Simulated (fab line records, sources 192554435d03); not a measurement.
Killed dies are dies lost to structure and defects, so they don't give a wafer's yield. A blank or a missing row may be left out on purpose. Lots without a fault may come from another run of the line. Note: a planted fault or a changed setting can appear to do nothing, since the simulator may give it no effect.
Chamber matching :: flow n5_finfet :: N5_BEOL_M10_DESCUM_16 on rie_diel-06: 4 sister chambers
The step chemistry O2, time 7.9 s. 8 wafers are shown with their chamber, then 8 later ones without.

## WAFERS PAIRED WITH THEIR CHAMBERS
wafer: L082.3
chamber: 2
drypump_motor_current_A (A): 5.1
showerhead_plenum_p_Torr (Torr): 2.17

wafer: L088.2
chamber: 3
drypump_motor_current_A (A): 5.9
showerhead_plenum_p_Torr (Torr): 2.08

wafer: L088.4
chamber: 0
drypump_motor_current_A (A): 5.9
showerhead_plenum_p_Torr (Torr): 2.06

wafer: L088.5
chamber: 3
drypump_motor_current_A (A): 5.9
showerhead_plenum_p_Torr (Torr): 2.09

wafer: L089.2
chamber: 1
drypump_motor_current_A (A): 5.7
showerhead_plenum_p_Torr (Torr): 2.10

wafer: L089.4
chamber: 0
drypump_motor_current_A (A): 6.0
showerhead_plenum_p_Torr (Torr): 2.06

wafer: L089.5
chamber: 2
drypump_motor_current_A (A): 5.1
showerhead_plenum_p_Torr (Torr): 2.16

wafer: L092.1
chamber: 1
drypump_motor_current_A (A): 5.7
showerhead_plenum_p_Torr (Torr): 2.10

## WAFERS WHOSE CHAMBER IS MISSING
wafer: L092.2
drypump_motor_current_A (A): 6.0
showerhead_plenum_p_Torr (Torr): 2.06

wafer: L092.5
drypump_motor_current_A (A): 5.9
showerhead_plenum_p_Torr (Torr): 2.08

wafer: L091.1
drypump_motor_current_A (A): 5.1
showerhead_plenum_p_Torr (Torr): 2.16

wafer: L091.4
drypump_motor_current_A (A): 5.0
showerhead_plenum_p_Torr (Torr): 2.16

wafer: L091.6
drypump_motor_current_A (A): 5.9
showerhead_plenum_p_Torr (Torr): 2.08

wafer: L095.1
drypump_motor_current_A (A): 6.0
showerhead_plenum_p_Torr (Torr): 2.06

wafer: L095.2
drypump_motor_current_A (A): 5.9
showerhead_plenum_p_Torr (Torr): 2.08

wafer: L095.4
drypump_motor_current_A (A): 6.0
showerhead_plenum_p_Torr (Torr): 2.06

## THE CHAMBER EACH PASSED THROUGH
wafer: L092.2
from the rows above: 0
in truth: 0

wafer: L092.5
from the rows above: 3
in truth: 3

wafer: L091.1
from the rows above: 2
in truth: 2

wafer: L091.4
from the rows above: 2
in truth: 2

wafer: L091.6
from the rows above: 3
in truth: 3

wafer: L095.1
from the rows above: 0
in truth: 0

wafer: L095.2
from the rows above: 3
in truth: 3

wafer: L095.4
from the rows above: 0
in truth: 0
Correct placement for 8 of the 8. Can't be placed from these rows: 0. Number placed wrongly: 0.
How it was worked out, from the rows above alone: a wafer's distance from a chamber is the root of the sum, over the readings, of the square of ((its reading less the chamber's mean) divided by the reading's scatter). The wafer belongs to the nearest chamber; if the next one is less than 2 further off, it can't be placed. A chamber's mean is the mean of its shown wafers. The scatter: the root of (the sum of the squares of (reading less its chamber's mean) over the shown wafers, divided by (wafers less chambers)).
